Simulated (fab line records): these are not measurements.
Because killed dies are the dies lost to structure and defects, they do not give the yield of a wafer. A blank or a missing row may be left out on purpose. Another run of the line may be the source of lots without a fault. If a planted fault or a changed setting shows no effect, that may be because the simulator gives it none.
fab line records	flow n5Finfet
record: lots: 12	wafers: 29	lastDay: 16
route steps=1938 shown BEOL_M13@1670 PASSIVATION@1936
lots that met no fault: from a run of the same line without faults
startH: start of the lot's first displayed wafer, in hours after the record's first day	waitH: time in hours since the lot's previous step	" repeats the value in the row above	L1.1+2: a single row standing in for several wafers	- no value, or no start was given	* or withheld: withheld	< > ~ a bound
route shown NAME@n: names a module that has steps shown in the file, with the first one's number in the route	usual: mean and standard deviation over wafers with no fault	same: alike in all rows	chamber/n: place in a boat	sites: readings site by site	_std_site: the standard deviation of these	_edge_site: the outer-site mean with the inner-site mean subtracted	radiusMm: how far each site lies from the wafer's centre	mask NAME#n: copy n	behind: tool/chamber where the wafer was last shaped	hold: the reason the lot was held/the length of the hold in hours/how it ended	device: transistor that didn't switch, given as n, p or np	end of line: tests of these same wafers at the route's end	a step given without rows: its recipe and nothing more	killed: not the wafer's yield, but the dies lost to structure and defects at the first sort	map: per-die view of a wafer (x killed, . not killed, _ where there is no die)
set.NAME: the setting that was run; set.NAME@STEP: the one run at that earlier step	model.NAME: the simulator's own value behind a step, which no gauge read
one table for each step of the route and one row for each wafer, over a sample of lots
services: from which hour (startH, from the record's first day; less than 0 if before it) a tool's chamber was out of use, for how many hours, and why
== steps ==
step: N5_BEOL_M13_OVL_MEAS_11
recipe: pointsPerWafer: 44
usual: V12_OVL: 3/5.4
same: pointsPerWafer: 44
lot.wafer	tool	chamber	startH	waitH	V12_OVL[nm]
L426.4	overlay-01	0	239.58	0.0	7
L426.5	"	0	"	"	2
L426.6	"	0	"	"	0
L429.2	overlay-01	0	252.88	0.0	4
L429.3	"	0	"	"	11
L428.3	overlay-02	0	255.91	0.0	-7
L428.6	"	0	"	"	-2
L431.3	overlay-02	0	261.98	0.0	6
L431.5	"	0	"	"	8
L430.1	overlay-01	0	265.03	0.0	-4
L430.2	"	0	"	"	3
L432.1	overlay-02	0	265.07	0.0	-1
L432.6	"	0	"	"	6
L434.4	overlay-02	0	283.21	0.0	-1
L434.5	"	0	"	"	0
L433.1	overlay-01	0	284.56	0.0	9
L433.3	"	0	"	"	2
L439.1	overlay-02	0	325.36	0.0	12
L439.5	"	0	"	"	15
L439.6	"	0	"	"	9
L442.2	overlay-02	0	333.61	0.0	-6
L442.5	"	0	"	"	-6
L442.6	"	0	"	"	-6
L446.2	overlay-01	0	351.19	0.0	3
L446.5	"	0	"	"	-6
L446.6	"	0	"	"	-3
L447.4	overlay-01	0	363.08	0.0	5
L447.5	"	0	"	"	1
L447.6	"	0	"	"	8
step: N5_BEOL_M13_ETCH_59
recipe: chemistry: N2/H2	target: BARC	targetDepthA: 890	overetchA: 267	timeS: 67.9	ionEnergyEv: 200	pressureMtorr: 30	sourceW: 840	biasW: 150	n2FlowSccm: 200	h2FlowSccm: 200
usual: drypumpMotorCurrentA: 5.5/0.55	oesProductAu: 0.69/0.072	rfVppV: 523/3.2	showerheadPlenumPTorr: 2.53/0.11	throttleValvePct: 17.91/0.29
lot.wafer	tool	chamber	startH	waitH	drypumpMotorCurrentA	oesProductAu	rfHoursCounterH	rfVppV	showerheadPlenumPTorr	throttleValvePct
L426.4	rieDiel-02	2	239.67	0.0	5.6	0.71	93	522	2.44	17.83
L426.5	"	3	"	"	6.0	0.80	-	524	2.61	17.58
L426.6	"	2	"	"	5.7	0.70	-	521	2.44	17.82
L429.2	rieDiel-06	0	252.97	0.0	6.2	0.60	241	520	2.42	18.44
L429.3	"	1	"	"	5.4	0.67	119	528	2.64	17.53
L428.3	rieDiel-06	3	256.35	0.0	4.7	0.68	117	523	2.54	17.85
L428.6	"	1	"	"	5.4	0.67	-	528	2.64	17.52
L431.3	rieDiel-06	1	262.35	0.0	5.4	0.66	123	528	2.64	17.54
L431.5	"	3	"	"	4.8	0.68	-	524	2.54	17.86
L430.1	rieDiel-02	0	265.12	0.0	5.7	0.62	168	518	2.35	18.36
L430.2	"	1	"	"	5.5	0.83	0	523	2.49	17.78
L432.1	rieDiel-06	1	265.16	0.0	5.4	0.66	124	527	2.63	17.54
L432.6	"	0	"	"	6.2	0.61	-	519	2.41	18.49
L434.4	rieDiel-02	2	283.32	0.0	5.7	0.70	-	522	2.44	17.85
L434.5	"	1	"	"	5.5	0.79	-	522	2.48	17.77
L433.1	rieDiel-06	0	284.66	0.0	6.2	0.59	255	519	2.41	18.48
L433.3	"	1	"	"	5.4	0.65	133	528	2.63	17.55
L439.1	rieDiel-06	2	325.45	0.0	4.7	0.80	15	522	2.49	17.81
L439.5	"	0	"	"	6.3	0.81	-	529	2.73	18.06
L439.6	"	2	"	"	4.7	0.80	-	523	2.49	17.80
L442.2	rieDiel-06	1	333.79	0.0	5.4	0.65	146	527	2.63	17.56
L442.5	"	3	"	"	4.7	0.67	-	524	2.54	17.90
L442.6	"	0	"	"	6.3	0.81	-	528	2.73	18.06
L446.2	rieDiel-02	2	351.29	0.0	5.6	0.67	132	522	2.43	17.89
L446.5	"	2	"	"	5.7	0.67	-	522	2.43	17.91
L446.6	"	0	"	"	5.7	0.60	-	519	2.34	18.41
L447.4	rieDiel-06	3	363.22	0.0	4.8	0.66	145	523	2.53	17.88
L447.5	"	2	"	"	4.7	0.78	-	521	2.49	17.84
L447.6	"	3	"	"	4.8	0.67	-	523	2.53	17.89
step: N5_BEOL_M13_STRIP_71
recipe: chemistry: postEtchResidueRemover	timeS: 60	tempC: 25	removerPh: withheld	removerWaterWtPct: withheld	removerFluorideWtPct: withheld
lot.wafer	tool	chamber	startH	waitH
L426.4+5+6	wetBench-01	2,7,0	240.11	0.0
L429.2+3	wetBench-01	6,7	253.41	0.1
L428.3+6	wetBench-05	0,4	256.78	0.0
L431.3+5	wetBench-05	7,6	262.79	0.0
L430.1+2	wetBench-01	6,1	265.56	0.1
L432.1+6	wetBench-03	1,6	265.60	0.1
L434.4+5	wetBench-05	1,3	283.73	0.0
L433.1+3	wetBench-01	3,4	285.09	0.1
L439.1+5+6	wetBench-01	6,1,7	325.88	0.1
L442.2+5+6	wetBench-01	6,7,5	334.23	0.1
L446.2+5+6	wetBench-05	6,2,0	351.72	0.1
L447.4+5+6	wetBench-03	7,5,6	363.66	0.0
step: N5_BEOL_M13_INSPECT_30
recipe: mode: adi	inspectInstrument: macro
usual: rawDefectCount: 1.7/1.3
lot.wafer	tool	chamber	startH	waitH	rawDefectCount
L426.4	defectInspect-02	-	240.68	0.0	2
L426.5	"	-	"	"	2
L426.6	"	-	"	"	1
L429.2	defectInspect-02	-	253.99	0.0	3
L429.3	"	-	"	"	4
L428.3	defectInspect-01	-	257.22	0.0	2
L428.6	"	-	"	"	0
L431.3	defectInspect-02	-	263.23	0.0	0
L431.5	"	-	"	"	1
L430.1	defectInspect-01	-	266.01	0.0	0
L430.2	"	-	"	"	2
L432.1	defectInspect-02	-	266.04	0.0	0
L432.6	"	-	"	"	3
L434.4	defectInspect-01	-	284.17	0.0	1
L434.5	"	-	"	"	3
L433.1	defectInspect-02	-	285.54	0.0	1
L433.3	"	-	"	"	0
L439.1	defectInspect-02	-	326.33	0.0	>300
L439.5	"	-	"	"	>300
L439.6	"	-	"	"	>300
L442.2	defectInspect-01	-	334.79	0.0	>300
L442.5	"	-	"	"	>300
L442.6	"	-	"	"	>300
L446.2	defectInspect-02	-	352.29	0.0	0
L446.5	"	-	"	"	3
L446.6	"	-	"	"	2
L447.4	defectInspect-02	-	364.10	0.0	3
L447.5	"	-	"	"	2
L447.6	"	-	"	"	2
step: N5_BEOL_M13_ETCH_67
recipe: chemistry: CF4	target: SiARC	targetDepthA: 1430	timeS: 238.3	ionEnergyEv: 80	pressureMtorr: 40	sourceW: 545	biasW: 36	Ar_flow_sccm: 100	cf4FlowSccm: 100	ends: cleared
usual: cf4FlowSccm: 100.01/0.28	drypumpMotorCurrentA: 5.5/0.54	etchRfOnTimeS: 242/6.4	oesProductAu: 0.69/0.076	rfVppV: 184.2/1.4	showerheadPlenumPTorr: 2.15/0.093	throttleValvePct: 15.64/0.23
lot.wafer	tool	chamber	startH	waitH	cf4FlowSccm	drypumpMotorCurrentA	etchRfOnTimeS	oesProductAu	rfHoursCounterH	rfVppV	showerheadPlenumPTorr	throttleValvePct
L426.4	rieDiel-06	1	240.74	0.0	100.06	5.4	232	0.67	115	185.7	2.26	15.59
L426.5	"	2	"	"	99.88	4.7	252	0.57	-	183.4	2.12	15.99
L426.6	"	3	"	"	99.84	4.8	233	0.70	-	183.7	2.13	15.63
L429.2	rieDiel-06	2	254.06	0.0	99.74	4.8	250	0.57	248	183.7	2.12	15.99
L429.3	"	1	"	"	99.78	5.4	230	0.67	120	186.1	2.26	15.60
L428.3	rieDiel-03	1	257.29	0.0	100.19	5.0	243	0.71	59	185.5	2.26	15.35
L428.6	"	3	"	"	100.12	6.5	247	0.58	-	182.3	2.02	15.82
L431.3	rieDiel-06	0	263.43	0.0	100.26	6.3	245	0.59	245	184.0	2.04	16.20
L431.5	"	0	"	"	100.28	6.2	247	0.59	-	182.2	2.04	16.20
L430.1	rieDiel-02	2	266.24	0.0	100.28	5.6	243	0.68	103	182.9	2.07	15.57
L430.2	"	1	"	"	99.53	5.4	245	0.81	1	183.8	2.11	15.59
L432.1	rieDiel-03	2	266.46	0.0	100.33	5.3	244	0.68	79	181.9	2.07	15.66
L432.6	"	2	"	"	99.66	5.3	242	0.69	-	182.0	2.07	15.66
L434.4	rieDiel-03	2	284.24	0.0	100.03	5.2	245	0.68	86	183.0	2.06	15.68
L434.5	"	0	"	"	99.44	5.9	247	0.58	-	184.7	2.22	15.71
L433.1	rieDiel-02	2	285.69	0.0	100.67	5.6	243	0.68	110	182.4	2.06	15.61
L433.3	"	0	"	"	99.95	5.7	243	0.61	175	182.7	1.99	16.00
L439.1	rieDiel-03	1	326.40	0.0	100.43	5.0	242	0.68	83	184.2	2.25	15.40
L439.5	"	2	"	"	99.59	5.3	245	0.67	-	185.4	2.06	15.70
L439.6	"	3	"	"	100.23	6.5	240	0.79	-	186.2	2.27	15.32
L442.2	rieDiel-03	2	335.02	0.0	100.02	5.3	244	0.67	101	183.4	2.06	15.71
L442.5	"	3	"	"	99.86	6.5	240	0.79	-	185.9	2.27	15.30
L442.6	"	2	"	"	100.16	5.3	242	0.67	-	181.9	2.06	15.70
L446.2	rieDiel-03	0	352.35	0.0	99.95	6.0	246	0.57	241	185.6	2.21	15.75
L446.5	"	2	"	"	99.73	5.3	246	0.66	-	181.7	2.06	15.71
L446.6	"	1	"	"	100.04	5.0	243	0.68	-	186.0	2.25	15.42
L447.4	rieDiel-06	0	364.17	0.0	99.83	6.2	234	0.79	19	186.8	2.28	15.76
L447.5	"	3	"	"	99.95	4.7	237	0.66	-	182.6	2.12	15.70
L447.6	"	0	"	"	100.24	6.2	234	0.80	-	185.2	2.28	15.72
step: N5_PASSIVATION_PROBE_49
usual: defectLimitedYield: 91.2/1.4	killed_at_M0_to_M3: 32/9.3	killed_at_M4_up: 14/4.9	killedAtContacts: 15/7.5	killedAtFrontEnd: 40/11	killedAtOther: 4/3.3	killedDies: 104/17	killedOpen: 68/14	killedShort: 33/7.9	sort_bin_5_function: 5.2/0.99	sort_bin_6_memory: 3.2/0.65	sort_bin_8_speed: 0.03/0.19	sortNPass: 1076/17	sortYieldPct: 91.1/1.5
same: grossDies: 1180	killedAtBackSide: 0	sort_bin_4_leakage[%]: 0
lot.wafer	tool	chamber	startH	waitH	defectLimitedYield[%]	killed_at_M0_to_M3	killed_at_M4_up	killedAtContacts	killedAtFrontEnd	killedAtOther	killedDies	killedOpen	killedShort	sort_bin_5_function[%]	sort_bin_6_memory[%]	sort_bin_8_speed[%]	sortNPass	sortYieldPct[%]
L439.1	prober-01	-	356.32	0.0	83.3	39	116	5	32	5	197	53	31	9.9	4.2	0	983	83.3
L439.5	prober-01	-	356.52	0.2	83.3	29	129	9	30	0	197	50	29	10.1	4.5	0	983	83.3
L439.6	prober-01	-	356.57	0.3	80.5	56	131	7	31	5	230	70	41	11.9	5.5	0.08	949	80.4
L442.2	prober-01	-	365.91	0.1	83.6	25	116	15	27	11	194	58	19	11.4	3.1	0	986	83.6
L442.5	prober-01	-	366.06	0.2	76.9	24	137	14	38	59	272	62	28	16.4	3.9	0	908	76.9
L442.6	prober-01	-	366.11	0.3	81.9	30	114	18	50	2	214	78	34	11.3	5.1	0	966	81.9
killed by level:class
L439.1 BEOL_M13:unspecified=109 BEOL_M1:geometricParticle:open=14 FIN_SAQP:geometricParticle:short=8 BEOL_M2:geometricParticle:open=6 DUMMY_GATE:geometricParticle:open=4 MOL_CONTACT_COAG:geometricParticle:open=4 BEOL_M0_SAQP:geometricParticle:open=4 BEOL_M3:geometricParticle:open=4
L439.5 BEOL_M13:unspecified=116 MOL_CONTACT_COAG:geometricParticle:open=8 STI_FIN_REVEAL:geometricParticle:open=7 BEOL_M0_SAQP:geometricParticle:short=7 BEOL_M1:geometricParticle:open=7 BEOL_M2:geometricParticle:open=6 FIN_SAQP:geometricParticle:short=5 BEOL_M0_SAQP:geometricParticle:open=5
L439.6 BEOL_M13:unspecified=116 BEOL_M0_SAQP:geometricParticle:short=15 BEOL_M1:geometricParticle:open=11 BEOL_M0_SAQP:geometricParticle:open=9 BEOL_M4:geometricParticle:open=9 BEOL_M3:geometricParticle:open=8 FIN_SAQP:geometricParticle:short=6 STI_FIN_REVEAL:geometricParticle:open=6
L442.2 BEOL_M13:unspecified=108 MOL_CONTACT_COAG:geometricParticle:open=11 PASSIVATION:areaEtch=9 STI_FIN_REVEAL:geometricParticle:open=6 BEOL_M3:geometricParticle:open=6 BEOL_M1:geometricParticle:open=5 DUMMY_GATE:geometricParticle:open=4 MOL_CONTACT_COAG:geometricParticle:short=4
L442.5 BEOL_M13:unspecified=124 PASSIVATION:areaEtch=57 STI_FIN_REVEAL:geometricParticle:open=12 MOL_CONTACT_COAG:geometricParticle:open=11 BEOL_M0_SAQP:geometricParticle:open=9 BEOL_M4:geometricParticle:open=9 BEOL_M0_SAQP:geometricParticle:short=8 DUMMY_GATE:geometricParticle:open=6
L442.6 BEOL_M13:unspecified=101 STI_FIN_REVEAL:geometricParticle:open=14 MOL_CONTACT_COAG:geometricParticle:open=13 BEOL_M3:geometricParticle:open=10 FIN_SAQP:geometricParticle:open=8 BEOL_M0_SAQP:geometricParticle:open=7 GATE_CUT:geometricParticle:short=6 DUMMY_GATE:geometricParticle:open=5
== services ==
tool	chamber	startH	hours	kind
rieDiel-03	3	257.80	-	clean
rieDiel-03	3	257.80	-	consumableReplace:focusRing
rieDiel-03	3	257.80	-	consumableReplace:showerhead
rieDiel-06	2	262.16	-	clean
rieDiel-06	2	262.16	-	consumableReplace:focusRing
rieDiel-06	2	262.16	25.1	scheduledDown
rieDiel-06	2	262.16	25.1	ventCycle
rieDiel-03	0	274.83	3.8	repair
rieDiel-06	3	276.39	6.5	repair
rieDiel-02	3	277.39	11.6	repair
rieDiel-06	0	287.31	-	clean
rieDiel-06	0	287.31	-	consumableReplace:focusRing
rieDiel-06	0	287.31	-	consumableReplace:showerhead
rieDiel-06	0	287.31	19.2	scheduledDown
rieDiel-06	0	287.31	19.2	ventCycle
rieDiel-06	3	289.56	18.8	repair
rieDiel-02	3	297.64	18.1	repair
rieDiel-02	1	303.65	4.8	repair
rieDiel-06	1	313.27	20.2	repair
rieDiel-02	0	320.60	12.9	repair
rieDiel-03	2	336.02	2.5	repair
rieDiel-03	1	354.76	13.3	repair
rieDiel-03	0	362.06	14.1	repair
wetBench-01	-	363.16	1.0	repair
== key ==
firstSign: step: N5_BEOL_M13_INSPECT_30	reading: rawDefectCount	direction: up	sigmas: 99+	usual: 1.7	struck: >300
effect: step: N5_PASSIVATION_PROBE_49	reading: killed_at_M4_up	direction: up	sigmas: 22	usual: 14	struck: 124
moreKillsBornAt: N5_BEOL_M13_STRIP_71@wetBench-01: 674
metAt N5_BEOL_M13_STRIP_71
struckLots L439,L442
baselineLoss: step: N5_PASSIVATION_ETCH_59	wafers: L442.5
notActingAt N5_BEOL_M13_OVL_MEAS_11,N5_BEOL_M13_ETCH_59,N5_BEOL_M13_ETCH_67
onsetBetween 285.09 325.88
fault: kind: chamberParticleSource	tool: wetBench-01	chamber: -	onsetH: 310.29	steps: N5_BEOL_M13_STRIP_71	ratePerVisitCm2: 0.65249	endH: 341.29
baselineLoss: these wafers lose ten dies or more at that step, a loss of the line's own and not of a fault; the sort's usual values leave them out
